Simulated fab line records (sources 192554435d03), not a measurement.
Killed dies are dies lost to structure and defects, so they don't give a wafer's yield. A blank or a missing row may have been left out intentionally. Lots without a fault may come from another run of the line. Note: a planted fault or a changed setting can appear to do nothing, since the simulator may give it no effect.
Comparing a struck lot with a sound one :: flow n5 finfet :: 39 out of 1938 route steps
Sound: wafers L297.2, L297.5, L297.6. Wafers struck: L289.2, L289.4, L289.5. The cause is given at the end.
At each step with rows: each side's tool, then ch and its chambers, then its first start. Under that, the readings that differ: sound wafers :: struck wafers :: difference of the means :: sigmas: that difference in standard deviations of wafers without a fault.
alike: words and numbers the same on both sides, and readings whose means are apart by under 2 such deviations; not compared: readings that were withheld, readings missing a value for some wafer, numbers with overlapping values and no deviation given by the record, and bounds like >300 which may hide the same value.
The two part at a step that has a row with sigmas, a row that says differs or no value, or rows on one side only. When numbers do not overlap yet have no deviation, they are printed without sigmas and do not part them. Lack of a reading on every wafer of one side parts them only where that side has two or more wafers.

first, 9 steps without rows for these wafers: N5_STI_FIN_REVEAL_SRD_21 (time 30 s); N5_STI_FIN_REVEAL_OXIDATION_33 (chemistry O2 PLASMA REMOTE, time 20 s); N5_STI_FIN_REVEAL_CLEAN_19 (cleans in O3/DIW, time 120 s); N5_STI_FIN_REVEAL_SRD_23 (time 30 s); N5_STI_FIN_REVEAL_PRECLEAN_18 (cleans in SC2, time 45 s); N5_STI_FIN_REVEAL_SRD_28 (time 30 s); N5_DUMMY_GATE_PRECLEAN_00 (cleans in O3/DIW, time 60 s); N5_DUMMY_GATE_SRD_01 (time 30 s); N5_DUMMY_GATE_ALD_02 (deposits SiO2, target thk 2 nm, pulse time 1 s).
N5_DUMMY_GATE_CVD_03: deposits a-Si from SiH4, target thk 150 nm, time 8042 s.
  sound on lpcvd-02 ch 1/70,1/84,1/89, day 5 14:13; struck on lpcvd-01 ch 1/45,1/54,1/59, day 3 13:31
  no value came back on the struck wafers for spike tc bottom C (C), spike tc centre C (C), zone power bottom pct (%); on the sound wafers spike tc bottom C (C) reads 557.2 557.2 557.2
then, 3 steps without rows for these wafers: N5_DUMMY_GATE_PRECLEAN_46 (cleans in DIW, time 89.5 s); N5_DUMMY_GATE_SRD_47 (dry time 32 s); N5_DUMMY_GATE_CMP_04 (polishes a-Si).
N5_DUMMY_GATE_THK_MEAS_05:
  sound on film metro-02 at day 5 18:18; struck on film metro-01 at day 3 19:25
reading: thk nm (nm)
sound: 74.1 73.6 72.2
struck: 2.0 2.0 2.0
difference: -71.3
sigmas: -59
then, 21 steps without rows for these wafers: N5_DUMMY_GATE_HM_DEP_06 (deposits SiNx from DCS/NH3, target thk 80 nm, time 5141 s); N5_DUMMY_GATE_PECVD_30 (deposits SiO2 from TEOS/O2, target thk 55 nm, time 10.8 s); N5_DUMMY_GATE_COAT_34 (time 60 s, resist thk 60 nm); N5_DUMMY_GATE_COAT_35 (time 60 s, resist thk 10 nm); N5_DUMMY_GATE_COAT_28 (time 60 s, resist thk 10 nm); N5_DUMMY_GATE_COAT_09 (resist thk 30 nm); N5_DUMMY_GATE_EBR_11; N5_DUMMY_GATE_SOFTBAKE_10 (time 60 s); N5_DUMMY_GATE_EXPOSE_12 (exposes mask GATE, target cd 25 nm); N5_DUMMY_GATE_PEB_13 (peb time 60 s); N5_DUMMY_GATE_DEVELOP_14 (develop time 30 s); N5_DUMMY_GATE_DESCUM_20 (chemistry O2, time 6.2 s); N5_DUMMY_GATE_ETCH_29 (etches underlayer in N2/H2, target depth 13 nm); N5_DUMMY_GATE_ETCH_36 (etches SiARC in CF4, target depth 13 nm); N5_DUMMY_GATE_ETCH_37 (etches SOC in N2/H2, target depth 60 nm, overetch 30 nm); N5_DUMMY_GATE_STRIP_38 (strips in N2/H2); N5_DUMMY_GATE_STRIP_39 (strips in N2/H2); N5_DUMMY_GATE_TRIM_49 (chemistry O2, time 29 s, target cd 14 nm); N5_DUMMY_GATE_STRIP_40 (strips in CF4); N5_DUMMY_GATE_ETCH_31 (etches SiO2 in C4F6/O2, target depth 82.5 nm, time 27.5 s); N5_DUMMY_GATE_STRIP_41 (strips in O2).
N5_DUMMY_GATE_ETCH_44: etches poly-Si in HBr/O2, stops on SiO2, target depth 127.5 nm.
  sound on rie si-01 ch 2,3, day 5 23:40; struck on rie si-01 ch 1,3, day 4 00:36
reading: model.DUMMY_GATE.feature depth nm (nm)
sound: 74.2 73.6 72.2
struck: 74.4 76 75
difference: +1.8
sigmas: 
  alike: drypump motor current A, oes product au, throttle valve pct
  not compared: rf hours counter h, model.etch.depth nm
N5_DUMMY_GATE_CD_MEAS_24 targets a cd of 15 nm.
  sound on cd sem-01 at day 5 23:47; struck on cd sem-03 at day 4 00:43
reading: cd nm (nm)
sound: 15.4 15.9 15.5
struck: - - -
difference: no value on the struck wafers
sigmas: 
N5_BEOL_M4_RC_MEAS_101:
  the record has rows for the sound wafers here (prober-01 ch 0, day 10 22:11) and none for the struck ones
-- the record jumps here: 10 days lie between the struck wafers' starts before and after (it left off in module BEOL_M4 and takes up again in module PASSIVATION, whose first step shown is number 1936 of the route) --
N5_PASSIVATION_PROBE_49:
  sound on prober-02 at day 15 08:41; struck on prober-01 at day 13 19:40
reading: defect limited yield (%)
sound: 91.5 93.4 91.0
struck: 0 0 0
difference: -92
sigmas: -61

reading: killed_at_M0_to_M3
sound: 40 37 35
struck: 5 3 7
difference: -32
sigmas: -3

reading: killed at front end
sound: 31 23 32
struck: 1168 1168 1165
difference: +1138
sigmas: +99 or more

reading: killed dies
sound: 100 78 106
struck: 1180 1180 1180
difference: +1085
sigmas: +60

reading: killed on rim
sound: 11 8 16
struck: 152 152 152
difference: +140
sigmas: +40

reading: killed open
sound: 53 47 62
struck: 14 20 17
difference: -37
sigmas: -3

reading: killed short
sound: 46 30 41
struck: 5 5 8
difference: -33
sigmas: -4

reading: sort_bin_5_function (%)
sound: 5.0 3.4 4.9
struck: 72.5 75.0 72.8
difference: +69.0
sigmas: +71

reading: sort n pass
sound: 1079 1102 1074
struck: 0 0 0
difference: -1085
sigmas: -57

reading: sort yield pct (%)
sound: 91.4 93.4 91.0
struck: 0 0 0
difference: -92
sigmas: -57
  alike: killed_at_M4_up, killed at contacts, killed at other, sort_bin_4_leakage, sort_bin_6_memory

## WHERE THEY PART
Earliest at N5_DUMMY_GATE_CVD_03; latest, in this record, at N5_PASSIVATION_PROBE_49.

WHY: what the simulator had put in
Whole step skipped at N5_DUMMY_GATE_CVD_03 on lpcvd-01, starting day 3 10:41. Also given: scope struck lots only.
